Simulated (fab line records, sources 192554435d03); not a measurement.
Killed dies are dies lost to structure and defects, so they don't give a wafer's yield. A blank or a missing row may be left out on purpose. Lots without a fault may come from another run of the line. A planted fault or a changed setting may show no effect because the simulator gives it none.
Split-lot experiment | flow n5_finfet | 7 lots, 21 wafers read, on a route of 1938 steps

THE SPLIT
At N5_MOL_CONTACT_COAG_PECVD_31 (deposits SiO2 from TEOS/O2, target thk 46 nm, time 8.9 s), the setting temp_c was moved away from the recipe's 400 C on 7 of the 21 wafers read, by -3.6% to +4.4%. The other wafers ran this setting at the recipe's value.

FROM THE SPLIT TO THE READING: what the file shows between them, 4 steps
- N5_MOL_CONTACT_COAG_COAT_75: time 60 s, resist thk 60 nm
- N5_MOL_CONTACT_COAG_COAT_76: time 60 s, resist thk 10 nm
- N5_MOL_CONTACT_COAG_ETCHBACK_135: etches SiO2 in CHF3, target depth 25 nm, time 16.7 s
- N5_MOL_CONTACT_COAG_STRIP_118: strips in CHF3

THE READING
etch.depth_nm (the simulator's own value, which no gauge read), in nm, at N5_MOL_CONTACT_COAG_VIA_ETCH_46 (etches SiO2 in C4F6/O2, target depth 46 nm, overetch 9.2 nm, time 40 s). The file gives no usual value for it. The 14 wafers here that ran the recipe average 46.15 nm, standard deviation 0.36 nm.

wafer  | tool, chamber at the split | temp_c as run, C | against the recipe | etch.depth_nm, nm | against lot-mates on the recipe
L085.2 | pecvd-03, 0                | 400              | recipe             | 45.49             | -
L085.4 | pecvd-03, 1                | 400              | recipe             | 46.15             | -
L085.6 | pecvd-03, 0                | 400              | recipe             | 46.48             | -
L090.2 | pecvd-03, 0                | 400              | recipe             | 45.96             | -
L090.3 | pecvd-03, 2                | 416.7            | +4.2%              | 39.15             | -6.81
L090.5 | pecvd-03, 1                | 416.7            | +4.2%              | 41.16             | -4.80
L091.1 | pecvd-01, 1                | 400              | recipe             | 45.49             | -
L091.3 | pecvd-01, 2                | 400              | recipe             | 46.46             | -
L091.6 | pecvd-01, 2                | 385.5            | -3.6%              | 51.44             | +5.46
L092.1 | pecvd-03, 0                | 392              | -2.0%              | 47.52             | +1.35
L092.5 | pecvd-03, 0,1              | 400              | recipe             | 46.12             | -
L092.6 | pecvd-03, 0,1              | 400              | recipe             | 46.23             | -
L094.2 | pecvd-01, 0                | 390.2            | -2.5%              | 49.03             | +3.24
L094.3 | pecvd-01, 1                | 400              | recipe             | 45.79             | -
L094.5 | pecvd-01, 2                | 390.2            | -2.5%              | 50.59             | +4.80
L095.1 | pecvd-01, 0                | 417.5            | +4.4%              | 40.73             | -5.84
L095.2 | pecvd-01, 1                | 400              | recipe             | 46.86             | -
L095.5 | pecvd-01, 0                | 400              | recipe             | 46.28             | -
L096.2 | pecvd-04, 2                | 400              | recipe             | 46.24             | -
L096.5 | pecvd-04, 2                | 400              | recipe             | 46.42             | -
L096.6 | pecvd-04, 1                | 400              | recipe             | 46.08             | -
Where a row lists several chambers, the file gives one row for several wafers and doesn't say which wafer went through which chamber.

THE FIT
A straight line over all 21 wafers: etch.depth_nm changes by -1.37 nm for each +1% of temp_c; r = -0.98; the points scatter about the line by 0.64 nm.
The same after taking each lot's own level away (the mean of its wafers on the recipe; 21 wafers): -1.4 nm for each +1%; r = -0.98; scatter 0.63 nm.
On that fit, the largest move of temp_c shifts the reading by 6.1 nm.
The lots' own levels span 45.790 to 46.570 nm, that is 2.1 times the standard deviation above.
So the lot-to-lot level changes the slope little: the two slopes agree.
Check: with one of the wafers moved furthest among these (+4.4%) left out of the fit, the line predicts -6.19 nm for it against its lot-mates. It came out at -5.84 nm against them.

OTHER SPLITS ON THESE WAFERS
These wafers also went through other splits before the reading. Each is held against what the fit with the lots' levels taken away leaves over:
other split on the same wafers | wafers away from the commonest value | r with etch.depth_nm (lot level and that fit taken away)
N5_HKMG_FIN_COAT_43 spin_rpm   | 9                                    | -0.28

THE WHOLE CHAIN: every reading that the file lists as answering this split, in the file's order
step                            | what it does                                                           | reading                                                                                   | change (the file's fit)              | r (the file's)
N5_MOL_CONTACT_COAG_PECVD_31    | deposits SiO2 from TEOS/O2, target thk 46 nm, time 8.9 s               | SiO2_of_MOL_CONTACT_COAG_PECVD_31.thk_nm (the simulator's own value, which no gauge read) | -1.37 nm for each +1% of the setting | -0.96
N5_MOL_CONTACT_COAG_VIA_ETCH_46 | etches SiO2 in C4F6/O2, target depth 46 nm, overetch 9.2 nm, time 40 s | etch.depth_nm (the simulator's own value, which no gauge read)                            | -1.37 nm for each +1% of the setting | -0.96

THE FILE'S OWN FIT
etch.depth_nm changes by -1.37 nm for each +1% of temp_c, r = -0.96.
